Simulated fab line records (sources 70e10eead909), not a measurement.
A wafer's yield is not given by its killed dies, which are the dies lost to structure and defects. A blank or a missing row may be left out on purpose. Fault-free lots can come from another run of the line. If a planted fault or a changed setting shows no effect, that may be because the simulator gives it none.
Struck lot and sound lot, side by side -- flow nand-harc -- 41 steps out of a route of 1302
Sound: wafers L857.3, L857.5, L857.6. Struck: wafer L867.5. (L867.1, L867.2 of the same lot were not struck and are left out.) The cause comes at the end.
Each step with rows lists, per side, the tool, then ch with its chambers, then its first start. Under that, the readings that differ: sound wafers -- struck wafers -- difference of the means -- sigmas: that difference in standard deviations of wafers without a fault.
alike: words and numbers the same on both sides, and readings whose means are apart by under 2 such deviations; not compared: readings that were withheld, readings missing a value for some wafer, numbers with overlapping values and no deviation given by the record, and bounds like >300 which may hide the same value.
The two part at a step that has a row with sigmas, a row that says differs or no value, or rows on one side only. Non-overlapping numbers with no deviation appear without sigmas and do not part them. Lack of a reading on every wafer of one side parts them only where that side has two or more wafers.

first, 3 steps without rows for these wafers: NHARC_THIN_TSV_DESCUM_14 (chemistry O2, time 3 s); NHARC_THIN_TSV_ETCH_44 (etches the open film in CF4/O2, target depth 1594.2 nm, time 797.1 s); NHARC_THIN_TSV_ETCH_15 (target depth 3000 nm, bosch target overetch cycles 2, bosch etch step 2.8 s).
NHARC_THIN_TSV_CD_MEAS_16:
  sound on cd-sem-03, day 27 08:46; struck on cd-sem-03, day 30 17:06
  alike: cd-nm
then, 2 steps without rows for these wafers: NHARC_THIN_TSV_STRIP_45 (strips in O2); NHARC_THIN_TSV_STRIP_46 (strips in post etch residue remover, time 1200 s).
NHARC_THIN_TSV_DEP_47: deposits SiO2, target thk 200 nm.
  sound on pecvd-02 ch 0,1,2, day 27 09:44; struck on pecvd-01 ch 1, day 30 17:58
  alike: throttle-valve-pct
then, 2 steps without rows for these wafers: NHARC_THIN_TSV_ETCHBACK_48 (etches the open film in C4F8/Ar, target depth 1028.5 nm, time 405.17 s); NHARC_THIN_TSV_STRIP_62 (strips in N2/H2, time 20 s).
NHARC_THIN_TSV_DEGAS_49: time 120 s.
  sound on pvd-sputter-02, day 27 10:35; struck on pvd-sputter-02, day 30 18:54
  alike: heater-power-w
then, 2 steps without rows for these wafers: NHARC_THIN_TSV_PRE_CLEAN_50 (time 30 s); NHARC_THIN_TSV_PVD_19 (deposits TaN, target thk 20 nm).
NHARC_THIN_TSV_PVD_51: deposits Cu, target thk 100 nm.
  sound on pvd-sputter-02, day 27 10:54; struck on pvd-sputter-02, day 30 19:11
  alike: throttle-valve-pct
then, 1 step without rows for these wafers: NHARC_THIN_TSV_ECD_20 (material Cu, target thk 2000 nm).
NHARC_THIN_TSV_ANNEAL_52: time 90 s.
  sound on rtp-anneal-01 ch 0, day 27 11:50; struck on rtp-anneal-01 ch 0, day 30 20:06
  alike: wafer_temp_C_max
then, 14 steps without rows for these wafers: NHARC_THIN_TSV_CMP_21 (polishes, t overpolish 30 s, target thk 2000 nm); NHARC_THIN_TSV_SRD_23; NHARC_THIN_TSV_DEGAS_53 (time 60 s); NHARC_THIN_TSV_PRE_CLEAN_54 (time 30 s); NHARC_THIN_TSV_PVD_55 (deposits TiN, target thk 50 nm); NHARC_THIN_TSV_PVD_24 (deposits Al, target thk 800 nm); NHARC_THIN_TSV_DEHYDRATE_25 (time 120 s); NHARC_THIN_TSV_HMDS_26 (time 30 s); NHARC_THIN_TSV_COAT_27; NHARC_THIN_TSV_SOFTBAKE_28 (time 95 s); NHARC_THIN_TSV_EBR_29; NHARC_THIN_TSV_EXPOSE_30 (exposes mask PAD); NHARC_THIN_TSV_PEB_31 (peb time 85 s); NHARC_THIN_TSV_DEVELOP_32 (time 70 s).
NHARC_THIN_TSV_CD_MEAS_33: the cd target is 5000 nm.
  sound on cd-sem-01 ch 0, day 27 13:41; struck on cd-sem-01 ch 0, day 30 22:03
  alike: cd-nm
then, 3 steps without rows for these wafers: NHARC_THIN_TSV_HARDBAKE_34 (time 80 s); NHARC_THIN_TSV_DESCUM_35 (chemistry O2, time 3 s); NHARC_THIN_TSV_ETCH_59 (etches the open film in Cl2/BCl3, target depth 880 nm, time 138.1 s).
NHARC_THIN_TSV_ETCH_36: etches the open film in Cl2/BCl3, target depth 65 nm, time 18.571 s.
  sound on rie-metal-01 ch 0,1, day 27 14:15; struck on rie-metal-03 ch 1, day 30 22:36
reading,sound,struck,difference,sigmas
oes-product-au (a.u.),0.999 0.998 0.998,0.976,-0.022,-2
  alike: drypump-motor-current-A, he-backside-leak-sccm
  not compared: rf-hours-counter-h
NHARC_THIN_TSV_STRIP_56: strips in O2.
  sound on plasma-asher-01 ch 0,1, day 27 14:29; struck on plasma-asher-01 ch 0, day 30 22:41
  alike: drypump-motor-current-A, heater-power-w
  not compared: rf-hours-counter-h
then, 1 step without rows for these wafers: NHARC_THIN_TSV_STRIP_57 (strips in post etch residue remover, time 1200 s).
NHARC_THIN_TSV_CD_MEAS_37:
  sound on cd-sem-03, day 27 15:08; struck on cd-sem-01, day 30 23:29
  alike: cd-nm
then, 1 step without rows for these wafers: NHARC_THIN_TSV_ANNEAL_58 (time 1800 s).
NHARC_THIN_TSV_INSPECT_40:
  sound on defect-inspect-01, day 27 20:19; struck on defect-inspect-01, day 31 04:05
  alike: raw-defect-count
NHARC_END_WLT_00:
  the record has rows for the sound wafers here (prober-01, day 27 21:21) and none for the struck ones
NHARC_END_SORT_01:
  sound on prober-01 ch 0, day 28 00:59; struck on prober-02 ch 0, day 31 10:17
reading,sound,struck,difference,sigmas
defect-limited-yield (%),86.9 89.1 90.5,0,-89,-36
killed-at-other,1 0 2,622,+621,+99 or more
killed-dies,89 74 64,677,+601,+35
killed-open,1 1 2,7,+6,+3
sort_bin_2_pct (%),4.6 3.2 4.4,95.1,+91.0,+83
sort_bin_3_pct (%),1.2 1.0 0.4,0.1,-0.8,-2
sort-n-pass,588 603 613,0,-601,-35
sort-rim-yield-pct (%),92 94 88,0,-91,-24
sort-yield-pct (%),86.9 89.1 90.5,0,-89,-36
  alike: killed-at-array, killed-at-periphery, killed-short, sort_bin_4_pct

## WHERE THEY PART
First at NHARC_THIN_TSV_ETCH_36; last, within this record, at NHARC_END_SORT_01.

WHY: what had been put in by the simulator
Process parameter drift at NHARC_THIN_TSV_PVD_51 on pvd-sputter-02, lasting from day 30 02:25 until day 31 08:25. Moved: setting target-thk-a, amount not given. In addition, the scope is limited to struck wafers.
